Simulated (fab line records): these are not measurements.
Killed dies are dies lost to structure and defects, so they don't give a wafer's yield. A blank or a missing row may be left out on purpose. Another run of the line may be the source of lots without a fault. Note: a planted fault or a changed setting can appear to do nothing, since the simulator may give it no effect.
Check for tools in common    flow nand-harc    11 lots and 33 wafers in the sample

== WHY IT WAS OPENED ==
At NHARC_P_GATE_INSPECT_68 the reading raw-defect-count is flagged on 2 of 11 lots. Wafers without a fault read 189, standard deviation 63.
Rule: flag the lot when none of its wafers has a number, or when each of its wafers that has one lies beyond 4 standard deviations from that mean. As for the other lots, they are considered sound.

lot   measured      on                 raw-defect-count, wafer by wafer  flag
L987  day 6 06:40   defect-inspect-01  182 138 174                       
L989  day 7 00:44   defect-inspect-02  212 130 155                       
L990  day 7 08:13   defect-inspect-01  127 252 142                       
L993  day 8 05:40   defect-inspect-02  165 226 175                       
L102  day 12 09:07  defect-inspect-02  1256 1309 1271                    FLAGGED
L103  day 13 04:10  defect-inspect-02  1175 1148 1224                    FLAGGED
L104  day 13 04:58  defect-inspect-01  157 200 157                       
L105  day 13 13:39  defect-inspect-01  173 148 125                       
L106  day 13 21:26  defect-inspect-01  219 228 268                       
L108  day 14 19:18  defect-inspect-02  352 166 155                       
L110  day 15 09:51  defect-inspect-01  266 283 216                       
The numbers of the flagged lots are 1230 on average: +1042 against the usual, or +17 standard deviations.

== TOOL THAT RAN EACH LOT ==
Before the reading, the record contains 3 process steps out of a 1302-step route. Each cell gives the tool, then ch followed by the chambers the sampled wafers passed through, then the start.
lot   flag     NHARC_P_GATE_STRIP_111                NHARC_P_GATE_EXPOSE_56             NHARC_P_GATE_STRIP_112
L987           plasma-asher-02 ch 0,1, day 6 00:38   krf-scanner-02 ch 0, day 6 01:42   plasma-asher-02 ch 0,1, day 6 02:26
L989           plasma-asher-01 ch 0,1, day 6 18:44   krf-scanner-02 ch 0, day 6 19:49   plasma-asher-01 ch 0,1, day 6 20:30
L990           plasma-asher-01 ch 0,1, day 7 02:13   krf-scanner-04 ch 0, day 7 03:18   plasma-asher-01 ch 0, day 7 04:01
L993           plasma-asher-02 ch 0,1, day 7 23:31   krf-scanner-01 ch 0, day 8 00:35   plasma-asher-02 ch 0,1, day 8 01:19
L102  FLAGGED  plasma-asher-02 ch 0,1, day 12 03:10  krf-scanner-04, day 12 04:08       plasma-asher-01 ch 0,1, day 12 04:50
L103  FLAGGED  plasma-asher-02 ch 0,1, day 12 22:02  krf-scanner-02, day 12 23:03       plasma-asher-02 ch 0,1, day 12 23:56
L104           plasma-asher-01 ch 0,1, day 12 22:56  krf-scanner-04 ch 0, day 13 00:01  plasma-asher-02 ch 0,1, day 13 00:42
L105           plasma-asher-02 ch 0,1, day 13 07:46  krf-scanner-04 ch 0, day 13 08:38  plasma-asher-01 ch 0,1, day 13 09:28
L106           plasma-asher-02 ch 0, day 13 15:29    krf-scanner-01 ch 0, day 13 16:31  plasma-asher-01 ch 0, day 13 17:11
L108           plasma-asher-01 ch 0,1, day 14 12:29  krf-scanner-02 ch 0, day 14 13:24  plasma-asher-01 ch 0,1, day 14 14:22
L110           plasma-asher-02 ch 0,1, day 15 03:52  krf-scanner-04 ch 0, day 15 04:56  plasma-asher-01 ch 0,1, day 15 05:38
What the steps here do:
- NHARC_P_GATE_STRIP_111: strips in N2/H2, time 250 s.
- NHARC_P_GATE_EXPOSE_56: exposes mask P PSD, target cd 720 nm.
- NHARC_P_GATE_STRIP_112: strips in N2/H2, time 200 s.
- NHARC_P_GATE_INSPECT_68

== FLAGGED OVER TOTAL, TOOL BY TOOL (the gauges that took the reading come last) ==
step                     tool               lots run  flagged  share of the flagged lots  sound lots run after its first flagged lot
NHARC_P_GATE_STRIP_111   plasma-asher-01    4         0        none                       -
NHARC_P_GATE_STRIP_111   plasma-asher-02    7         2        all                        3 (L105,L106,L110)
NHARC_P_GATE_EXPOSE_56   krf-scanner-01     2         0        none                       -
NHARC_P_GATE_EXPOSE_56   krf-scanner-02     4         1        some                       1 (L108)
NHARC_P_GATE_EXPOSE_56   krf-scanner-04     5         1        some                       3 (L104,L105,L110)
NHARC_P_GATE_STRIP_112   plasma-asher-01    7         1        some                       4 (L105,L106,L108,L110)
NHARC_P_GATE_STRIP_112   plasma-asher-02    4         1        some                       1 (L104)
NHARC_P_GATE_INSPECT_68  defect-inspect-01  6         0        none                       -
NHARC_P_GATE_INSPECT_68  defect-inspect-02  5         2        all                        1 (L108)

== WHAT IS ALLOWED BY THE TABLE ==
In 2 table rows, all flagged lots were run: plasma-asher-02 (NHARC_P_GATE_STRIP_111), defect-inspect-02 (NHARC_P_GATE_INSPECT_68).
- plasma-asher-02 at NHARC_P_GATE_STRIP_111: 2 of its 7 lots flagged. Lots that were sound ran on it after the first flagged one (L105, L106, L110); a persistent fault on the entire tool would not allow that.
- defect-inspect-02 at NHARC_P_GATE_INSPECT_68: 2 of its 5 lots flagged. Lots that were sound ran on it after the first flagged one (L108); a persistent fault on the entire tool would not allow that.
No row of the table ran every flagged lot and no sound lot after the first.

== WHAT THE SIMULATOR HAD PUT IN ==
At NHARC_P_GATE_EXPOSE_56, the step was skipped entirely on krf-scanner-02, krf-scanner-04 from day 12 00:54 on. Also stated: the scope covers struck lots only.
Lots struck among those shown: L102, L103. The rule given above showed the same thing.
